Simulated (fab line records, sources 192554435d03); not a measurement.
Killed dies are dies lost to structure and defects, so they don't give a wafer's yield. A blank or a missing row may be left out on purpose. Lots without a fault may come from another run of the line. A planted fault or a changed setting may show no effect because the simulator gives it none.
Chamber matching | flow n5_finfet | N5_BEOL_M2_ETCH_64 on rie_diel-02: 4 sister chambers
The step etches SOC in N2/H2, target depth 75 nm, overetch 22.5 nm, time 121.9 s. 4 wafers are shown with their chamber, then 7 later ones without.

WAFERS WITH THEIR CHAMBER
wafer  | chamber | drypump_motor_current_A (A)
L081.5 | 2       | 5.7
L083.3 | 1       | 5.9
L083.6 | 0       | 5.9
L087.5 | 3       | 5.2

WAFERS WITHOUT THEIR CHAMBER
wafer  | drypump_motor_current_A (A)
L087.6 | 5.7
L090.1 | 5.2
L090.2 | 5.6
L090.4 | 5.6
L093.1 | 5.7
L093.3 | 5.2
L093.6 | 5.2

WHICH CHAMBER EACH WENT THROUGH
wafer  | from the rows above | in truth
L087.6 | 2                   | 2
L090.1 | 3                   | 3
L090.2 | 2                   | 2
L090.4 | 2                   | 2
L093.1 | 2                   | 2
L093.3 | 3                   | 3
L093.6 | 3                   | 3
Placed correctly: 7 of 7. Can't be placed from these rows: 0. Placed wrongly: 0.
How it was worked out, from the rows above alone: a wafer's distance from a chamber is the root of the sum, over the readings, of the square of ((its reading less the chamber's mean) divided by the reading's scatter). The wafer belongs to the nearest chamber; if the next one is less than 2 further off, it can't be placed. A chamber's mean is the mean of its shown wafers. The scatter: with one shown wafer a chamber, the root of the mean of the squares of how far each hidden wafer lies from its nearest shown one.
